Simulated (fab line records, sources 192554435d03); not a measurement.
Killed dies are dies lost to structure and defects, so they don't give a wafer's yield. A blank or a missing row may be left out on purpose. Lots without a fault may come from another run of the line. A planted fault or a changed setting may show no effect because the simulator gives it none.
Which tool did it? | flow n5_finfet | 24 lots, 72 wafers sampled, at 6 steps of a route of 1938

WHAT THE GAUGES READ, wafer by wafer
N5_BEOL_M2_INSPECT_59: inspects for defects (darkfield). Usual: raw_defect_count 68, standard deviation 22.
lot  | measured     | on                | raw_defect_count | flag
L074 | day 7 18:03  | defect_inspect-02 | 49 108 45        |
L076 | day 8 10:41  | defect_inspect-02 | 88 79 115        |
L077 | day 8 23:59  | defect_inspect-01 | 54 67 32         |
L075 | day 9 01:35  | defect_inspect-02 | 68 74 98         |
L078 | day 9 05:04  | defect_inspect-01 | 44 109 48        |
L079 | day 9 07:43  | defect_inspect-01 | 62 57 60         |
L080 | day 9 14:55  | defect_inspect-01 | 77 96 78         |
L081 | day 10 04:36 | defect_inspect-01 | 77 57 62         |
L082 | day 10 08:14 | defect_inspect-01 | 66 92 56         |
L083 | day 10 09:07 | defect_inspect-02 | 89 55 79         |
L084 | day 10 14:44 | defect_inspect-01 | 52 57 68         |
L085 | day 11 06:01 | defect_inspect-02 | 148 53 85        |
L086 | day 11 12:36 | defect_inspect-01 | 50 65 71         |
L087 | day 11 15:58 | defect_inspect-02 | 83 53 53         |
L090 | day 12 02:23 | defect_inspect-02 | 82 49 45         |
L089 | day 12 02:54 | defect_inspect-01 | 79 69 131        |
L088 | day 12 05:13 | defect_inspect-02 | 120 104 104      |
L091 | day 12 05:42 | defect_inspect-01 | 55 59 68         |
L092 | day 12 17:10 | defect_inspect-01 | 43 80 44         |
L093 | day 12 19:02 | defect_inspect-02 | 60 63 68         |
L094 | day 13 06:56 | defect_inspect-01 | 24 69 89         |
L095 | day 13 16:51 | defect_inspect-01 | 61 40 62         |
L096 | day 13 19:33 | defect_inspect-02 | 48 46 40         |
L097 | day 14 00:17 | defect_inspect-01 | 110 65 45        |

N5_BEOL_M3_THK_MEAS_01. Usual: M3_ILD_THK 78.9 nm, standard deviation 1.1.
lot  | measured     | on            | M3_ILD_THK (nm) | flag
L074 | day 7 18:10  | film_metro-01 | 77.8 77.5 79.1  |
L076 | day 8 10:47  | film_metro-02 | 78.2 78.3 78.3  |
L077 | day 9 00:05  | film_metro-02 | 79.4 79.7 78.8  |
L075 | day 9 01:41  | film_metro-02 | 78.2 79.8 79.3  |
L078 | day 9 05:11  | film_metro-01 | 79.5 77.5 81.1  |
L079 | day 9 07:49  | film_metro-02 | 79.4 81.1 78.8  |
L080 | day 9 15:01  | film_metro-02 | 79.8 80.2 80.9  |
L081 | day 10 04:42 | film_metro-02 | 78.8 77.9 80.2  |
L082 | day 10 08:20 | film_metro-01 | 78.8 80.2 78.5  |
L083 | day 10 09:13 | film_metro-01 | 78.0 79.4 78.6  |
L084 | day 10 14:50 | film_metro-01 | 79.4 80.9 80.7  |
L085 | day 11 06:07 | film_metro-02 | 79.1 77.8 79.5  |
L086 | day 11 12:43 | film_metro-01 | 79.3 79.8 80.3  |
L087 | day 11 16:04 | film_metro-01 | 78.0 77.6 79.9  |
L090 | day 12 02:30 | film_metro-02 | 77.9 79.7 80.1  |
L089 | day 12 03:00 | film_metro-02 | 78.1 79.5 81.4  |
L088 | day 12 05:19 | film_metro-01 | 78.2 78.2 80.3  |
L091 | day 12 05:48 | film_metro-01 | 78.8 78.9 79.8  |
L092 | day 12 17:16 | film_metro-02 | 78.1 78.6 79.6  |
L093 | day 12 19:08 | film_metro-02 | 77.8 78.3 80.2  |
L094 | day 13 07:02 | film_metro-01 | 77.4 77.3 78.3  |
L095 | day 13 16:57 | film_metro-01 | 78.4 80.7 79.6  |
L096 | day 13 19:39 | film_metro-02 | 78.0 79.6 80.6  |
L097 | day 14 00:23 | film_metro-02 | 78.5 78.0 79.6  |

WHICH TOOL RAN EACH LOT (tool, then ch and the chambers of the sampled wafers, then the start)
lot  | N5_BEOL_M2_SURFACE_TREAT_85  | N5_BEOL_M2_SPUTTER_86        | N5_BEOL_M2_ANNEAL_89         | N5_BEOL_M2_ANNEAL_95
L074 | pvd_sputter-01, day 7 12:35  | pvd_sputter-01, day 7 13:32  | pvd_sputter-01, day 7 13:50  | pvd_sputter-01, day 7 14:30
L076 | pvd_sputter-02, day 8 04:59  | pvd_sputter-03, day 8 06:01  | pvd_sputter-03, day 8 06:19  | pvd_sputter-03, day 8 06:59
L077 | pvd_sputter-01, day 8 20:42  | pvd_sputter-03, day 8 21:38  | pvd_sputter-03, day 8 21:56  | pvd_sputter-03, day 8 22:36
L075 | pvd_sputter-01, day 8 20:44  | pvd_sputter-01, day 8 23:22  | pvd_sputter-01, day 8 23:40  | pvd_sputter-01, day 9 00:19
L078 | pvd_sputter-03, day 9 01:06  | pvd_sputter-02, day 9 02:17  | pvd_sputter-02, day 9 02:35  | pvd_sputter-02, day 9 03:14
L079 | pvd_sputter-02, day 9 04:22  | pvd_sputter-03, day 9 05:14  | pvd_sputter-03, day 9 05:32  | pvd_sputter-03, day 9 06:12
L080 | pvd_sputter-01, day 9 11:33  | pvd_sputter-03, day 9 12:28  | pvd_sputter-03, day 9 12:46  | pvd_sputter-03, day 9 13:25
L081 | pvd_sputter-02, day 10 01:21 | pvd_sputter-03, day 10 02:19 | pvd_sputter-03, day 10 02:37 | pvd_sputter-03, day 10 03:16
L082 | pvd_sputter-02, day 10 04:57 | pvd_sputter-01, day 10 05:55 | pvd_sputter-01, day 10 06:13 | pvd_sputter-01, day 10 06:53
L083 | pvd_sputter-02, day 10 05:56 | pvd_sputter-02, day 10 06:55 | pvd_sputter-02, day 10 07:13 | pvd_sputter-02, day 10 07:53
L084 | pvd_sputter-02, day 10 11:39 | pvd_sputter-03, day 10 12:34 | pvd_sputter-03, day 10 12:52 | pvd_sputter-03, day 10 13:31
L085 | pvd_sputter-02, day 11 02:16 | pvd_sputter-02, day 11 03:17 | pvd_sputter-02, day 11 03:35 | pvd_sputter-02, day 11 04:15
L086 | pvd_sputter-02, day 11 08:34 | pvd_sputter-02, day 11 10:13 | pvd_sputter-02, day 11 10:31 | pvd_sputter-02, day 11 11:10
L087 | pvd_sputter-03, day 11 12:36 | pvd_sputter-03, day 11 13:48 | pvd_sputter-03, day 11 14:06 | pvd_sputter-03, day 11 14:46
L090 | pvd_sputter-02, day 11 23:07 | pvd_sputter-02, day 12 00:01 | pvd_sputter-02, day 12 00:19 | pvd_sputter-02, day 12 00:59
L089 | pvd_sputter-02, day 11 23:10 | pvd_sputter-01, day 12 00:20 | pvd_sputter-01, day 12 00:38 | pvd_sputter-01, day 12 01:17
L088 | pvd_sputter-02, day 12 01:43 | pvd_sputter-03, day 12 02:38 | pvd_sputter-03, day 12 02:56 | pvd_sputter-03, day 12 03:36
L091 | pvd_sputter-01, day 12 02:29 | pvd_sputter-01, day 12 03:32 | pvd_sputter-01, day 12 03:50 | pvd_sputter-01, day 12 04:29
L092 | pvd_sputter-02, day 12 14:04 | pvd_sputter-01, day 12 14:59 | pvd_sputter-01, day 12 15:17 | pvd_sputter-01, day 12 15:57
L093 | pvd_sputter-02, day 12 14:07 | pvd_sputter-01, day 12 16:50 | pvd_sputter-01, day 12 17:08 | pvd_sputter-01, day 12 17:47
L094 | pvd_sputter-02, day 13 03:46 | pvd_sputter-02, day 13 04:45 | pvd_sputter-02, day 13 05:03 | pvd_sputter-02, day 13 05:43
L095 | pvd_sputter-03, day 13 13:22 | pvd_sputter-02, day 13 14:31 | pvd_sputter-02, day 13 14:49 | pvd_sputter-02, day 13 15:29
L096 | pvd_sputter-02, day 13 16:23 | pvd_sputter-01, day 13 17:22 | pvd_sputter-01, day 13 17:40 | pvd_sputter-01, day 13 18:20
L097 | pvd_sputter-01, day 13 20:57 | pvd_sputter-02, day 13 21:53 | pvd_sputter-02, day 13 22:11 | pvd_sputter-02, day 13 22:50
- N5_BEOL_M2_SURFACE_TREAT_85
- N5_BEOL_M2_SPUTTER_86: material Cu, target thk 4.5 nm, time 8.29 s.
- N5_BEOL_M2_ANNEAL_89: time 240 s.
- N5_BEOL_M2_ANNEAL_95: time 240 s.

WHAT THE TOOLS THEMSELVES READ (means of the sampled wafers that have a number; where no wafer has one, the mark that the record gives instead)
N5_BEOL_M2_SURFACE_TREAT_85. Usual: ar_flow_sccm 30.01 sccm, standard deviation 0.1.
lot  | tool           | ar_flow_sccm (sccm) | flag
L074 | pvd_sputter-01 | 29.90               |
L076 | pvd_sputter-02 | 30.09               |
L077 | pvd_sputter-01 | 29.90               |
L075 | pvd_sputter-01 | 29.99               |
L078 | pvd_sputter-03 | 30.10               |
L079 | pvd_sputter-02 | 29.98               |
L080 | pvd_sputter-01 | 29.93               |
L081 | pvd_sputter-02 | 30.00               |
L082 | pvd_sputter-02 | 30.04               |
L083 | pvd_sputter-02 | 30.00               |
L084 | pvd_sputter-02 | 30.07               |
L085 | pvd_sputter-02 | 30.02               |
L086 | pvd_sputter-02 | 29.98               |
L087 | pvd_sputter-03 | 30.02               |
L090 | pvd_sputter-02 | 30.04               |
L089 | pvd_sputter-02 | 30.07               |
L088 | pvd_sputter-02 | 29.97               |
L091 | pvd_sputter-01 | 30.05               |
L092 | pvd_sputter-02 | 30.03               |
L093 | pvd_sputter-02 | 30.12               |
L094 | pvd_sputter-02 | 29.98               |
L095 | pvd_sputter-03 | 30.10               |
L096 | pvd_sputter-02 | 30.03               |
L097 | pvd_sputter-01 | 30.02               |

N5_BEOL_M2_SPUTTER_86. Usual: throttle_valve_pct 29.9 %, standard deviation 1.1.
lot  | tool           | throttle_valve_pct (%) | flag
L074 | pvd_sputter-01 | 29.0                   |
L076 | pvd_sputter-03 | 29.4                   |
L077 | pvd_sputter-03 | 30.1                   |
L075 | pvd_sputter-01 | 30.7                   |
L078 | pvd_sputter-02 | 30.3                   |
L079 | pvd_sputter-03 | 30.1                   |
L080 | pvd_sputter-03 | 29.6                   |
L081 | pvd_sputter-03 | 29.2                   |
L082 | pvd_sputter-01 | 30.2                   |
L083 | pvd_sputter-02 | 30.0                   |
L084 | pvd_sputter-03 | 29.4                   |
L085 | pvd_sputter-02 | 30.5                   |
L086 | pvd_sputter-02 | 30.6                   |
L087 | pvd_sputter-03 | 29.3                   |
L090 | pvd_sputter-02 | 30.1                   |
L089 | pvd_sputter-01 | 29.7                   |
L088 | pvd_sputter-03 | 29.5                   |
L091 | pvd_sputter-01 | 29.5                   |
L092 | pvd_sputter-01 | 29.1                   |
L093 | pvd_sputter-01 | 29.7                   |
L094 | pvd_sputter-02 | 31.3                   |
L095 | pvd_sputter-02 | 30.6                   |
L096 | pvd_sputter-01 | 30.5                   |
L097 | pvd_sputter-02 | 30.4                   |

N5_BEOL_M2_ANNEAL_89. Usual: heater_power_w 784 W, standard deviation 96; susceptor_temp_C_max 401.0, standard deviation 0.36.
lot  | tool           | heater_power_w (W) | susceptor_temp_C_max | flag
L074 | pvd_sputter-01 | 838                | 400.8                |
L076 | pvd_sputter-03 | 727                | 400.7                |
L077 | pvd_sputter-03 | 689                | 401.2                |
L075 | pvd_sputter-01 | 749                | 401.3                |
L078 | pvd_sputter-02 | 723                | 400.9                |
L079 | pvd_sputter-03 | 698                | 401.5                |
L080 | pvd_sputter-03 | 677                | 401.4                |
L081 | pvd_sputter-03 | 738                | 400.9                |
L082 | pvd_sputter-01 | 791                | 400.9                |
L083 | pvd_sputter-02 | 821                | 400.8                |
L084 | pvd_sputter-03 | 746                | 401.2                |
L085 | pvd_sputter-02 | 819                | 400.9                |
L086 | pvd_sputter-02 | 783                | 400.7                |
L087 | pvd_sputter-03 | 734                | 401.3                |
L090 | pvd_sputter-02 | 739                | 401.2                |
L089 | pvd_sputter-01 | 807                | 401.2                |
L088 | pvd_sputter-03 | 735                | 400.8                |
L091 | pvd_sputter-01 | 822                | 400.7                |
L092 | pvd_sputter-01 | 845                | 401.0                |
L093 | pvd_sputter-01 | 852                | 400.6                |
L094 | pvd_sputter-02 | 796                | 400.8                |
L095 | pvd_sputter-02 | 772                | 400.9                |
L096 | pvd_sputter-01 | 752                | 401.4                |
L097 | pvd_sputter-02 | 823                | 401.2                |

N5_BEOL_M2_ANNEAL_95. Usual: heater_power_w 783 W, standard deviation 96; susceptor_temp_C_max 400.9, standard deviation 0.32.
lot  | tool           | heater_power_w (W) | susceptor_temp_C_max | flag
L074 | pvd_sputter-01 | 838                | 401.2                |
L076 | pvd_sputter-03 | 724                | 400.8                |
L077 | pvd_sputter-03 | 685                | 400.8                |
L075 | pvd_sputter-01 | 754                | 401.2                |
L078 | pvd_sputter-02 | 735                | 401.0                |
L079 | pvd_sputter-03 | 700                | 400.8                |
L080 | pvd_sputter-03 | 678                | 401.1                |
L081 | pvd_sputter-03 | 750                | 401.2                |
L082 | pvd_sputter-01 | 796                | 401.0                |
L083 | pvd_sputter-02 | 821                | 400.9                |
L084 | pvd_sputter-03 | 738                | 401.2                |
L085 | pvd_sputter-02 | 820                | 400.9                |
L086 | pvd_sputter-02 | 788                | 400.9                |
L087 | pvd_sputter-03 | 747                | 401.3                |
L090 | pvd_sputter-02 | 748                | 401.0                |
L089 | pvd_sputter-01 | 788                | 401.1                |
L088 | pvd_sputter-03 | 735                | 400.8                |
L091 | pvd_sputter-01 | 843                | 401.1                |
L092 | pvd_sputter-01 | 859                | 400.5                |
L093 | pvd_sputter-01 | 853                | 400.8                |
L094 | pvd_sputter-02 | 781                | 401.0                |
L095 | pvd_sputter-02 | 775                | 401.1                |
L096 | pvd_sputter-01 | 755                | 401.2                |
L097 | pvd_sputter-02 | 832                | 400.7                |

THE ANSWER, worked out from the rows above alone
Rule: a lot is off if the mean of its wafers that have a number lies more than 3 standard deviations from the usual mean. A lot without any number at a reading at which 4 lots or more have one is off too. The other lots that the step has rows for count as sound. The gauges are gone through in route order, then the tools' own readings, and for those a lot's mean is taken as printed above. The first step at which some lot is off is used, and at that step the reading that is off furthest; a lot without a number counts as furthest.
No lot is off at any reading shown: from this, nothing can be told.

WHAT THE SIMULATOR HAD PUT IN
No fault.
